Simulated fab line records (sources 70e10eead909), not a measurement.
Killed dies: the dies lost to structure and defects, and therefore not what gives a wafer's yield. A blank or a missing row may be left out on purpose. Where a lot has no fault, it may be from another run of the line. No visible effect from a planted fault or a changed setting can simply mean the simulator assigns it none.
3 desks, one fault || flow nand_harc || each desk holds nothing but its own numbers, with what lay behind them at the end

## AT THE TOOL OWNER'S DESK: pvd_sputter-02
The tool's own readings at NHARC_P_M0_PVD_20 (deposits TaN, target thk 5 nm, time 8.06 s): means of the sampled wafers that have a number, for each lot that ran on this tool. Marked OUT: a lot whose mean sits more than 4 standard deviations from the usual mean, which makes it out of limits; the brackets give that distance.
Columns: A = throttle_valve_pct at NHARC_P_M0_PVD_20, usual 30.5 %
{"lot": "L476", "first seen here": "day 6 16:04", "A": 29.9}
{"lot": "L484", "first seen here": "day 8 01:36", "A": 29.7}
{"lot": "L486", "first seen here": "day 9 00:17", "A": 29.1}
This desk's finding: nothing out of limits on any of the 3 lots.

## THE DEFECT DESK
Lot by lot, what the route's inspections counted, given as the mean of those sampled wafers with a number. Marked OUT: a lot whose mean sits more than 4 standard deviations from the usual mean, which makes it out of limits; the brackets give that distance.
Columns: A = raw_defect_count at NHARC_P_M0_INSPECT_11, usual 3.4
{"lot": "L475", "first seen here": "day 6 04:20", "A": 5.0}
{"lot": "L476", "first seen here": "day 6 14:58", "A": 3.0}
{"lot": "L484", "first seen here": "day 8 00:26", "A": 1.0}
{"lot": "L486", "first seen here": "day 8 23:08", "A": 4.0}
{"lot": "L495", "first seen here": "day 10 19:52", "A": 6.3}
{"lot": "L497", "first seen here": "day 11 17:31", "A": 4.7}
This desk's finding: nothing out of limits on any of the 6 lots.

## FROM THE METROLOGY DESK
What the gauges read, lot by lot, whatever tool the lot ran on: means of the sampled wafers that have a number. Marked OUT: a lot whose mean sits more than 4 standard deviations from the usual mean, which makes it out of limits; the brackets give that distance.
Columns: A = cd_nm at NHARC_P_M0_CD_MEAS_09, usual 89.7 nm; B = overlay_x_nm at NHARC_P_M0_OVL_MEAS_10, usual 0.2 nm; C = overlay_y_nm at NHARC_P_M0_OVL_MEAS_10, usual 0.0 nm; D = cd_nm at NHARC_P_M0_CD_MEAS_16, usual 89.7 nm
{"lot": "L475", "first seen here": "day 6 04:13", "A": 89.5, "B": 1.0, "C": 0.6, "D": 89.2}
{"lot": "L476", "first seen here": "day 6 14:50", "A": 89.7, "B": 0.7, "C": -0.8, "D": 89.8}
{"lot": "L484", "first seen here": "day 8 00:19", "A": 89.8, "B": 1.1, "C": 0.3, "D": 90.6}
{"lot": "L486", "first seen here": "day 8 23:00", "A": 89.2, "B": 0.0, "C": 0.7, "D": 88.6}
{"lot": "L495", "first seen here": "day 10 19:44", "A": 89.1, "B": -0.0, "C": -0.5, "D": 88.7}
{"lot": "L497", "first seen here": "day 11 17:24", "A": 89.4, "B": 1.0, "C": -1.8, "D": 89.6}
This desk's finding: nothing out of limits on any of the 6 lots.

## BROUGHT TOGETHER
The tool owner's desk saw nothing out of limits.
Nothing out of limits was seen by the defect desk.
Nothing out of limits was seen by the metrology desk.

## WHAT WAS PUT IN BY THE SIMULATOR
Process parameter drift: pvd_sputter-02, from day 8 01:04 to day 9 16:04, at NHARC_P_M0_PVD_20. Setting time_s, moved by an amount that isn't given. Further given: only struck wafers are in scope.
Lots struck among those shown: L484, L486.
